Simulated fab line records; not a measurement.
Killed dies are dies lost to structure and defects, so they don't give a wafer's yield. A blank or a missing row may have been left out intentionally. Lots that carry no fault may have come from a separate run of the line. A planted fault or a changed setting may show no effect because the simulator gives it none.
Matching of chambers || flow n5 finfet || rie diel-05 running N5_BEOL_M6_STRIP_36: 4 sister chambers
The step strips in N2/H2. 16 wafers are shown with their chamber, then 8 later ones without.

WAFERS WITH THEIR CHAMBER
{"wafer": "L076.1", "chamber": 0, "showerhead plenum p Torr (Torr)": 2.71, "throttle valve pct (%)": 23.8, "oes product au (a.u.)": 0.95}
{"wafer": "L076.5", "chamber": 1, "showerhead plenum p Torr (Torr)": 2.50, "throttle valve pct (%)": 23.2, "oes product au (a.u.)": 0.71}
{"wafer": "L076.6", "chamber": 0, "showerhead plenum p Torr (Torr)": 2.71, "throttle valve pct (%)": 23.8, "oes product au (a.u.)": 0.94}
{"wafer": "L077.2", "chamber": 2, "showerhead plenum p Torr (Torr)": 2.55, "throttle valve pct (%)": 23.2, "oes product au (a.u.)": 0.79}
{"wafer": "L077.3", "chamber": 0, "showerhead plenum p Torr (Torr)": 2.71, "throttle valve pct (%)": 23.8, "oes product au (a.u.)": 0.93}
{"wafer": "L077.6", "chamber": 3, "showerhead plenum p Torr (Torr)": 2.53, "throttle valve pct (%)": 23.8, "oes product au (a.u.)": 0.70}
{"wafer": "L081.2", "chamber": 2, "showerhead plenum p Torr (Torr)": 2.54, "throttle valve pct (%)": 23.2, "oes product au (a.u.)": 0.78}
{"wafer": "L081.5", "chamber": 0, "showerhead plenum p Torr (Torr)": 2.70, "throttle valve pct (%)": 23.8, "oes product au (a.u.)": 0.90}
{"wafer": "L081.6", "chamber": 3, "showerhead plenum p Torr (Torr)": 2.53, "throttle valve pct (%)": 23.8, "oes product au (a.u.)": 0.69}
{"wafer": "L080.1", "chamber": 2, "showerhead plenum p Torr (Torr)": 2.54, "throttle valve pct (%)": 23.2, "oes product au (a.u.)": 0.79}
{"wafer": "L080.5", "chamber": 1, "showerhead plenum p Torr (Torr)": 2.49, "throttle valve pct (%)": 22.8, "oes product au (a.u.)": 0.96}
{"wafer": "L080.6", "chamber": 2, "showerhead plenum p Torr (Torr)": 2.54, "throttle valve pct (%)": 23.2, "oes product au (a.u.)": 0.77}
{"wafer": "L090.1", "chamber": 0, "showerhead plenum p Torr (Torr)": 2.70, "throttle valve pct (%)": 23.8, "oes product au (a.u.)": 0.89}
{"wafer": "L090.4", "chamber": 0, "showerhead plenum p Torr (Torr)": 2.70, "throttle valve pct (%)": 23.8, "oes product au (a.u.)": 0.87}
{"wafer": "L090.5", "chamber": 1, "showerhead plenum p Torr (Torr)": 2.49, "throttle valve pct (%)": 22.8, "oes product au (a.u.)": 0.92}
{"wafer": "L093.1", "chamber": 3, "showerhead plenum p Torr (Torr)": 2.52, "throttle valve pct (%)": 23.3, "oes product au (a.u.)": 1.02}

SIGNATURES (averages over the wafers above)
{"reading": "showerhead plenum p Torr", "chamber 0": 2.7050, "chamber 1": 2.4933, "chamber 2": 2.5425, "chamber 3": 2.5267, "scatter within a chamber": 0.00546}
{"reading": "throttle valve pct", "chamber 0": 23.800, "chamber 1": 22.933, "chamber 2": 23.200, "chamber 3": 23.633, "scatter within a chamber": 0.151}
{"reading": "oes product au", "chamber 0": 0.9133, "chamber 1": 0.8633, "chamber 2": 0.7825, "chamber 3": 0.8033, "scatter within a chamber": 0.0965}
Rule: for each reading, subtract the chamber's mean from the wafer's reading, divide by that reading's scatter and square the result; add these up over the readings and take the root, which gives the wafer's distance from the chamber. The wafer belongs to the nearest chamber; if the next one is less than 2 further off, it can't be placed. How the scatter is found: for the shown wafers, subtract from each reading the mean of its chamber, square and add these, divide the total by (wafers less chambers), then take the root.

WAFERS WITHOUT THEIR CHAMBER
{"wafer": "L093.3", "showerhead plenum p Torr (Torr)": 2.48, "throttle valve pct (%)": 22.8, "oes product au (a.u.)": 0.90}
{"wafer": "L093.4", "showerhead plenum p Torr (Torr)": 2.53, "throttle valve pct (%)": 23.2, "oes product au (a.u.)": 0.76}
{"wafer": "L086.3", "showerhead plenum p Torr (Torr)": 2.52, "throttle valve pct (%)": 23.4, "oes product au (a.u.)": 0.98}
{"wafer": "L086.4", "showerhead plenum p Torr (Torr)": 2.48, "throttle valve pct (%)": 22.8, "oes product au (a.u.)": 0.91}
{"wafer": "L086.5", "showerhead plenum p Torr (Torr)": 2.52, "throttle valve pct (%)": 23.4, "oes product au (a.u.)": 0.98}
{"wafer": "L097.3", "showerhead plenum p Torr (Torr)": 2.48, "throttle valve pct (%)": 22.9, "oes product au (a.u.)": 0.88}
{"wafer": "L097.4", "showerhead plenum p Torr (Torr)": 2.69, "throttle valve pct (%)": 23.8, "oes product au (a.u.)": 0.86}
{"wafer": "L097.6", "showerhead plenum p Torr (Torr)": 2.69, "throttle valve pct (%)": 23.8, "oes product au (a.u.)": 0.85}

THE CHAMBER EACH PASSED THROUGH
{"wafer": "L093.3", "from the rows above": 1, "in truth": 1}
{"wafer": "L093.4", "from the rows above": "can't be placed: 2 or 3", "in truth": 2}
{"wafer": "L086.3", "from the rows above": 3, "in truth": 3}
{"wafer": "L086.4", "from the rows above": 1, "in truth": 1}
{"wafer": "L086.5", "from the rows above": 3, "in truth": 3}
{"wafer": "L097.3", "from the rows above": 1, "in truth": 1}
{"wafer": "L097.4", "from the rows above": 0, "in truth": 0}
{"wafer": "L097.6", "from the rows above": 0, "in truth": 0}
Correctly placed: 7 of 8. These rows do not allow placing 1 (true chamber among the candidates in 1). Number placed wrongly: 0.
